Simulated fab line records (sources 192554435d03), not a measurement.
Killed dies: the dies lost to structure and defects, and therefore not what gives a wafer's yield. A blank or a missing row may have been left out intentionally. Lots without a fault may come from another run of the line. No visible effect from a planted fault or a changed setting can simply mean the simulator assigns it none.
Split-lot study	flow n5-finfet	21 wafers read from 7 lots, route of 1938 steps

THE SPLIT
At N5_BEOL_M0_SAQP_COAT_34 (resist thk 30 nm), the setting spin-rpm was moved away from the recipe's 1500 rpm on 9 of the 21 wafers read, by -3.1% to +9.9%. The other wafers ran this setting at the recipe's value.

FROM THE SPLIT TO THE READING: what the file shows between them, 2 steps
- N5_BEOL_M0_SAQP_EBR_36
- N5_BEOL_M0_SAQP_SOFTBAKE_35: time 60 s

THE READING
CAR-EUV_of_BEOL_M0_SAQP_COAT_34.thk-nm (the simulator's own value, which no gauge read), in nm, at N5_BEOL_M0_SAQP_DESCUM_45 (chemistry O2, time 7 s). The file gives no usual value for it. The 12 wafers here that ran the recipe average 26.1 nm, standard deviation 0.1 nm.

wafer	tool, chamber at the split	spin-rpm as run, rpm	against the recipe	CAR-EUV_of_BEOL_M0_SAQP_COAT_34.thk-nm, nm	against lot-mates on the recipe
L076.1	litho-track-02, 0	1500	recipe	26	-
L076.5	litho-track-02, 0	1500	recipe	26.2	-
L076.6	litho-track-02, 0	1630	+8.7%	24.8	-1.3
L080.1	litho-track-02, 0	1500	recipe	26.2	-
L080.2	litho-track-02, 0	1648	+9.9%	24.6	-1.6
L080.6	litho-track-02, 0	1648	+9.9%	24.8	-1.4
L086.3	litho-track-02, 0	1454	-3.1%	26.6	+0.4
L086.4	litho-track-02, 0	1454	-3.1%	26.6	+0.4
L086.5	litho-track-02, 0	1500	recipe	26.2	-
L091.1	litho-track-01, 0	1639	+9.3%	24.8	no lot-mate on the recipe
L091.3	litho-track-01, 0	1639	+9.3%	24.8	no lot-mate on the recipe
L091.5	litho-track-01, 0	1639	+9.3%	24.8	no lot-mate on the recipe
L093.1	litho-track-01, 0	1500	recipe	26	-
L093.4	litho-track-01, 0	1500	recipe	26	-
L093.5	litho-track-01, 0	1500	recipe	26	-
L096.1	litho-track-02, 0	1633	+8.9%	24.8	-1.3
L096.5	litho-track-02, 0	1500	recipe	26.2	-
L096.6	litho-track-02, 0	1500	recipe	26	-
L097.2	litho-track-03, 0	1500	recipe	26.2	-
L097.5	litho-track-03, 0	1500	recipe	26.2	-
L097.6	litho-track-03, 0	1500	recipe	26	-

FIT RESULTS
A straight line over all 21 wafers: CAR-EUV_of_BEOL_M0_SAQP_COAT_34.thk-nm changes by -0.144 nm for each +1% of spin-rpm; r = -0.99; the points scatter about the line by 0.09 nm.
The same after taking each lot's own level away (the mean of its wafers on the recipe; 18 wafers): -0.149 nm for each +1%; r = -0.99; scatter 0.077 nm.
According to that fit, moving spin-rpm by its largest amount changes the reading by 1.5 nm.
Measured against the standard deviation above, the lots' own levels, which go from 26.00 to 26.20 nm, span 2.0 times it.
The two slopes are in agreement: the lot-to-lot level therefore moves the slope only a little.
Check: with one of the wafers moved furthest among these (+9.9%) left out of the fit, the line predicts -1.43 nm for it against its lot-mates. It came out at -1.6 nm against them.

THE WHOLE CHAIN: every reading that the file lists as answering this split, in the file's order
step	what it does	reading	change (the file's fit)	r (the file's)
N5_BEOL_M0_SAQP_COAT_34	resist thk 30 nm	CAR-EUV_of_BEOL_M0_SAQP_COAT_34.thk-nm (the simulator's own value, which no gauge read)	-0.142 nm for each +1% of the setting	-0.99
N5_BEOL_M0_SAQP_DESCUM_45	chemistry O2, time 7 s	CAR-EUV_of_BEOL_M0_SAQP_COAT_34.thk-nm (the simulator's own value, which no gauge read)	-0.149 nm for each +1% of the setting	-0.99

FILE'S OWN FIT
CAR-EUV_of_BEOL_M0_SAQP_COAT_34.thk-nm changes by -0.149 nm for each +1% of spin-rpm, r = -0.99.
